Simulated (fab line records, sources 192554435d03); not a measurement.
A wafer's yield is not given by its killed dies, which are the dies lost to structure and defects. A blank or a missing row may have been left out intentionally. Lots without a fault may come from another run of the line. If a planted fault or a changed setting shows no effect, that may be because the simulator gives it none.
Split-lot study	flow n5Finfet	on a route of 1938 steps: 7 lots, 39 wafers read

## ABOUT THE SPLIT
At N5_BEOL_M15_ETCH_61 (etches BARC in N2/H2, target depth 89 nm, overetch 26.7 nm, time 67.9 s), the setting timeS was moved away from the recipe's 67.9 s on 9 of the 39 wafers read, by -43.6% to -15.7%. All remaining wafers had this setting at the recipe value.

There is no step in the file separating the split from the reading.

## THE READING
coat_of_BEOL_M15_COAT_22.thkNm (the simulator's own value, which no gauge read), in nm, at N5_BEOL_M15_TRENCH_ETCH_34 (etches SiO2 in C4F8/O2/Ar, target depth 872.93 nm, time 199 s). There is no usual value for it anywhere in the file. Average 541.7 nm, standard deviation 4.5 nm, over the 30 wafers here run with the recipe.

wafer	tool, chamber at the split	timeS as run, s	against the recipe	coat_of_BEOL_M15_COAT_22.thkNm, nm	against lot-mates on the recipe
L074.1	rieDiel-01, 3	67.9	recipe	544.6	-
L074.2	rieDiel-01, 2	67.9	recipe	545.6	-
L074.3	rieDiel-01, 0	67.9	recipe	540.8	-
L074.4	rieDiel-01, 1	67.9	recipe	548.2	-
L074.5	rieDiel-01, 2	67.9	recipe	542.8	-
L074.6	rieDiel-01, 1	67.9	recipe	547.2	-
L078.1	rieDiel-01, 0	49.63	-26.9%	555.2	+7.1
L078.2	rieDiel-01, 2	67.9	recipe	547.2	-
L078.3	rieDiel-01, 1	49.63	-26.9%	565	+16.9
L078.4	rieDiel-01, 3	67.9	recipe	547.8	-
L078.5	rieDiel-01, 0	49.63	-26.9%	557.6	+9.5
L078.6	rieDiel-01, 3	67.9	recipe	549.2	-
L083.1	rieDiel-01, 0	67.9	recipe	535.6	-
L083.2	rieDiel-01, 3	67.9	recipe	544	-
L083.3	rieDiel-01, 1	67.9	recipe	542.6	-
L083.4	rieDiel-01, 2	67.9	recipe	541	-
L083.5	rieDiel-01, 0	67.9	recipe	531.2	-
L083.6	rieDiel-01, 3	67.9	recipe	541.4	-
L087.1	rieDiel-06, 2	57.27	-15.7%	554.6	+15.3
L087.2	rieDiel-06, 1	67.9	recipe	537.8	-
L087.6	rieDiel-06, 1	67.9	recipe	537.8	-
L087.3	rieDiel-06, 3	57.27	-15.7%	548.6	+9.3
L087.4	rieDiel-06, 3	57.27	-15.7%	550.8	+11.5
L087.5	rieDiel-06, 2	67.9	recipe	542.2	-
L088.1	rieDiel-02, 1	67.9	recipe	540.8	-
L088.2	rieDiel-02, 0	67.9	recipe	535.4	-
L088.3	rieDiel-02, 2	67.9	recipe	544.4	-
L088.4	rieDiel-02, 0	67.9	recipe	536.4	-
L088.5	rieDiel-02, 2	67.9	recipe	542	-
L088.6	rieDiel-02, 1	67.9	recipe	540.2	-
L090.1	rieDiel-02, 2	38.28	-43.6%	575	+34.5
L090.2	rieDiel-02, 1	38.28	-43.6%	568.6	+28.1
L090.3	rieDiel-02, 0	38.28	-43.6%	566.2	+25.7
L090.4	rieDiel-02, 0	67.9	recipe	533.2	-
L090.5	rieDiel-02, 2	67.9	recipe	547.2	-
L090.6	rieDiel-02, 1	67.9	recipe	541.2	-
L094.1	rieDiel-02, 0	67.9	recipe	538.8	-
L094.3	rieDiel-02, 1	67.9	recipe	541.8	-
L094.6	rieDiel-02, 3	67.9	recipe	542.8	-

THE FIT
A straight line over all 39 wafers: coat_of_BEOL_M15_COAT_22.thkNm changes by -0.646 nm for each +1% of timeS; r = -0.90; the points scatter about the line by 4.4 nm.
The same after taking each lot's own level away (the mean of its wafers on the recipe; 39 wafers): -0.619 nm for each +1%; r = -0.91; scatter 3.9 nm.
The reading moves by 27 nm for the largest change in timeS, on that fit.
Measured against the standard deviation above, the lots' own levels, which go from 539.27 to 548.07 nm, span 2.0 times it.
Consequently the slope shifts little with the lot-to-lot level, the two slopes agreeing.
Check: for one of the wafers moved furthest among these (-43.6%), held out of the fit, the line's prediction against its lot-mates is +24.8 nm. Against them it came out at +34.5 nm.

## THE WHOLE CHAIN: every reading that the file lists as answering this split, in the file's order
step	what it does	reading	change (the file's fit)	r (the file's)
N5_BEOL_M15_ETCH_61	etches BARC in N2/H2, target depth 89 nm, overetch 26.7 nm, time 67.9 s	coat_of_BEOL_M15_COAT_22.thkNm (the simulator's own value, which no gauge read)	-0.656 nm for each +1% of the setting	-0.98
N5_BEOL_M15_ETCH_61	etches BARC in N2/H2, target depth 89 nm, overetch 26.7 nm, time 67.9 s	etch.depthNm (the simulator's own value, which no gauge read)	+0.395 nm for each +1% of the setting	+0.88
N5_BEOL_M15_TRENCH_ETCH_34	etches SiO2 in C4F8/O2/Ar, target depth 872.93 nm, time 199 s	coat_of_BEOL_M15_COAT_22.thkNm (the simulator's own value, which no gauge read)	-0.617 nm for each +1% of the setting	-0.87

## THE FILE'S OWN FIT
coat_of_BEOL_M15_COAT_22.thkNm changes by -0.617 nm for each +1% of timeS, r = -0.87.
